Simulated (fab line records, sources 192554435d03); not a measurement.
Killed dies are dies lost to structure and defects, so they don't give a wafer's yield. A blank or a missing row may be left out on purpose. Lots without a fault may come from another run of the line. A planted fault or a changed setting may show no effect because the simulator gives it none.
Chamber matching | flow n5_finfet | N5_BEOL_M0_SAQP_DESCUM_19 on rie_diel-05: 4 sister chambers
The step chemistry O2, time 7.9 s. 8 wafers are shown with their chamber, then 9 later ones without.

WAFERS WITH THEIR CHAMBER
wafer  | chamber | drypump_motor_current_A (A) | showerhead_plenum_p_Torr (Torr)
L077.1 | 2       | 6.1                         | 2.10
L079.6 | 1       | 5.8                         | 2.01
L083.2 | 0       | 4.8                         | 2.16
L083.5 | 0       | 4.7                         | 2.16
L083.6 | 3       | 5.9                         | 2.10
L085.2 | 1       | 5.8                         | 2.00
L085.3 | 2       | 6.1                         | 2.10
L085.6 | 3       | 5.8                         | 2.10

WAFERS WITHOUT THEIR CHAMBER
wafer  | drypump_motor_current_A (A) | showerhead_plenum_p_Torr (Torr)
L087.3 | 6.1                         | 2.10
L087.4 | 5.8                         | 2.10
L087.6 | 6.1                         | 2.10
L094.2 | 4.7                         | 2.16
L094.5 | 5.8                         | 2.00
L094.6 | 4.7                         | 2.16
L095.2 | 4.8                         | 2.16
L095.4 | 5.8                         | 2.09
L095.6 | 5.8                         | 2.00

WHICH CHAMBER EACH WENT THROUGH
wafer  | from the rows above | in truth
L087.3 | 2                   | 2
L087.4 | 3                   | 3
L087.6 | 2                   | 2
L094.2 | 0                   | 0
L094.5 | 1                   | 1
L094.6 | 0                   | 0
L095.2 | 0                   | 0
L095.4 | 3                   | 3
L095.6 | 1                   | 1
Placed correctly: 9 of 9. Can't be placed from these rows: 0. Placed wrongly: 0.
How it was worked out, from the rows above alone: a wafer's distance from a chamber is the root of the sum, over the readings, of the square of ((its reading less the chamber's mean) divided by the reading's scatter). The wafer belongs to the nearest chamber; if the next one is less than 2 further off, it can't be placed. A chamber's mean is the mean of its shown wafers. The scatter: the root of (the sum of the squares of (reading less its chamber's mean) over the shown wafers, divided by (wafers less chambers)).
